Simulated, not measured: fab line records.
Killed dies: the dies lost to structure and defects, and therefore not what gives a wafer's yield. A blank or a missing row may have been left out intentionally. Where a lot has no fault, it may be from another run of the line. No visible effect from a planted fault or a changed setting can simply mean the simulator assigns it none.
Chamber matching | flow nand-harc | 4 sister chambers for NHARC_P_GATE_STRIP_101 on rie-diel-07
The step strips in O2, time 20 s. 4 wafers are shown with their chamber, then 9 later ones without.

## WAFERS WITH THEIR CHAMBER
wafer  | chamber | showerhead-plenum-p-Torr (Torr)
L088.3 | 3       | 3.58
L088.6 | 0       | 3.27
L086.2 | 1       | 3.61
L086.5 | 2       | 3.50

## WAFERS WITH NO CHAMBER GIVEN
wafer  | showerhead-plenum-p-Torr (Torr)
L087.1 | 3.50
L087.4 | 3.27
L087.6 | 3.58
L093.2 | 3.61
L093.3 | 3.27
L093.4 | 3.50
L094.1 | 3.26
L094.2 | 3.57
L094.5 | 3.61

## WHICH CHAMBER EACH ONE RAN IN
wafer  | from the rows above | in truth
L087.1 | 2                   | 2
L087.4 | 0                   | 0
L087.6 | 3                   | 3
L093.2 | 1                   | 1
L093.3 | 0                   | 0
L093.4 | 2                   | 2
L094.1 | 0                   | 0
L094.2 | 3                   | 3
L094.5 | 1                   | 1
Placed correctly: 9 of 9. Number that these rows cannot place: 0. Placed wrongly: 0.
How it was worked out, from the rows above alone: a wafer's distance from a chamber is the root of the sum, over the readings, of the square of ((its reading less the chamber's mean) divided by the reading's scatter). If the next closest chamber is less than 2 further off than the closest, the wafer can't be placed; otherwise it belongs to the closest. The mean given for a chamber averages the wafers shown for that chamber. The scatter (one wafer shown for each chamber): square how far every hidden wafer sits from the nearest shown wafer, average those squares and take the square root.
